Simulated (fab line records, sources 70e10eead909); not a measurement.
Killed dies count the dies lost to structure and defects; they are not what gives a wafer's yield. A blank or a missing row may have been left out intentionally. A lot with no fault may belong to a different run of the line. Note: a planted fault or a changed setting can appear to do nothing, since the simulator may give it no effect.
Problem report in the 8D (eight disciplines) form, filled by code / flow nandHarc / the parts of the form that need people (team, actions taken, sign-off) are left out

== 1. PROBLEM STATEMENT ==
killedAtOther at NHARC_END_SORT_01 reads a mean of 74.0 on 1 wafer of 1 lot; wafers without a fault read 0.9 with a standard deviation of 1.3. Measured from the usual mean, that is +56 standard deviations.
First seen on wafer L805.3, day 27 20:21, on prober-01. The record holds 27 wafers of 9 lots with a number at this step. By rule, "out" or "out of limits" means more than 4 standard deviations away from the usual mean. Any other wafer with a number is counted as sound.

== 2. WHAT IT IS AND WHAT IT IS NOT ==
question=which readings at this step | is=killedAtOther, sort_bin_3_pct, sortRimYieldPct | is not=killedAtArray, killedAtPeriphery, killedOpen, killedShort, sort_bin_4_pct
question=which lots | is=L805 | is not=L801, L810, L811, L814, L817, L818, L819, L820
question=which wafers of those lots | is=L805.3 | is not=L805.5, L805.6
question=read on which gauges | is=prober-01 | is not=prober-02
question=when | is=from day 27 20:21 | is not=up to then (3 sound wafers); but 23 sound wafers of L805, L810, L811, L814, L817, L818, L819, L820 came after

== 3. WHAT RULES OUT EACH SUSPECT ==
Counting: if a tool at a process step up to the reading ran every lot that is out, it stays a suspect. Sound lots after the first of them don't rule it out here, since some wafers of a struck lot are sound.
- the gauge at NHARC_END_SORT_01: kept. All the wafers that are out were read on prober-01, and no step on other tools shows them out.
- rieDiel-02 at NHARC_A_BONDPAD_ETCH_24 (etches the open film in CF4/N2, target depth 30 nm, time 72.99 s): kept. It ran the lot that is out, L805 (day 26 08:52). Because NHARC_A_BONDPAD_ETCH_24 lacks a start for some lots, the hours and order of its lots are taken from NHARC_A_BONDPAD_ANNEAL_28.
- rtpAnneal-01 at NHARC_A_BONDPAD_ANNEAL_28 (time 90 s): kept. The lot that is out, L805, ran on it at day 26 08:52; the last sound lot it ran before that was L801, at day 25 06:23.
- rieSi-05 at NHARC_THIN_TSV_ETCH_15 (target depth 3000 nm, bosch target overetch cycles 2, bosch etch step 2.8 s): kept. The lot that is out, L805, ran on it at day 26 22:50; the last sound lot it ran before that was L801, at day 25 20:16.
- Within rieDiel-02 at NHARC_A_BONDPAD_ETCH_24: the wafers that are out ran in chamber 2; their sound lot-mates ran in chambers 0, 1.
- Within rieSi-05 at NHARC_THIN_TSV_ETCH_15: the wafers that are out ran in chamber 3; their sound lot-mates ran in chambers 1, 2.
Left after counting: rieDiel-02 at NHARC_A_BONDPAD_ETCH_24, rtpAnneal-01 at NHARC_A_BONDPAD_ANNEAL_28, rieSi-05 at NHARC_THIN_TSV_ETCH_15, prober-01 at NHARC_END_SORT_01.

== 4. THE CAUSE (what the simulator had put in) ==
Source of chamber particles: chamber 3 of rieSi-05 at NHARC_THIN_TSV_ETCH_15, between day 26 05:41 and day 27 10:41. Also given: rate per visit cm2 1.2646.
4 suspects survive the count, and this tool is in that group.

== 5. THE CHAIN OF EFFECTS, in route order ==
Rows list readings where the struck wafers' mean (over those with a number) sits beyond 3 standard deviations from the usual. Scope: only readings with a usual standard deviation given in the record; hours: median across lots of the time from each lot's start at the first step in this table that gives one to its start at this step; sigmas: change in usual standard deviations.
hours=0; step=NHARC_END_SORT_01; reading=defectLimitedYield; usual=92.7 %; on struck wafers=84.0; change=-8.7; sigmas=-3.3
hours=0; step=NHARC_END_SORT_01; reading=killedAtOther; usual=0.9; on struck wafers=74.0; change=+73.1; sigmas=+56
hours=0; step=NHARC_END_SORT_01; reading=killedDies; usual=50; on struck wafers=108; change=+58; sigmas=+3.2
hours=0; step=NHARC_END_SORT_01; reading=sort_bin_2_pct; usual=2.5 %; on struck wafers=6.8; change=+4.3; sigmas=+3.9
hours=0; step=NHARC_END_SORT_01; reading=sort_bin_3_pct; usual=0.6 %; on struck wafers=4.3; change=+3.7; sigmas=+10
hours=0; step=NHARC_END_SORT_01; reading=sortNPass; usual=627; on struck wafers=569; change=-58; sigmas=-3.2
hours=0; step=NHARC_END_SORT_01; reading=sortRimYieldPct; usual=92 %; on struck wafers=74; change=-18; sigmas=-4.2
hours=0; step=NHARC_END_SORT_01; reading=sortYieldPct; usual=92.7 %; on struck wafers=84.0; change=-8.7; sigmas=-3.3

== 6. HOW IT WOULD HAVE BEEN CAUGHT EARLIER ==
The first out-of-limits reading at a measuring or inspecting step in this record came at day 27 20:21, 39 hours after the fault's start at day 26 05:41.
No tool reading at NHARC_THIN_TSV_ETCH_15 that has a usual standard deviation in the record was out on any struck wafer, so an alarm limit of 4 standard deviations on those readings would not have fired.
All the lots that are out (1) had begun NHARC_THIN_TSV_ETCH_15 on rieSi-05 by day 27 20:21. Holding the tool at that point would not have protected any of them.
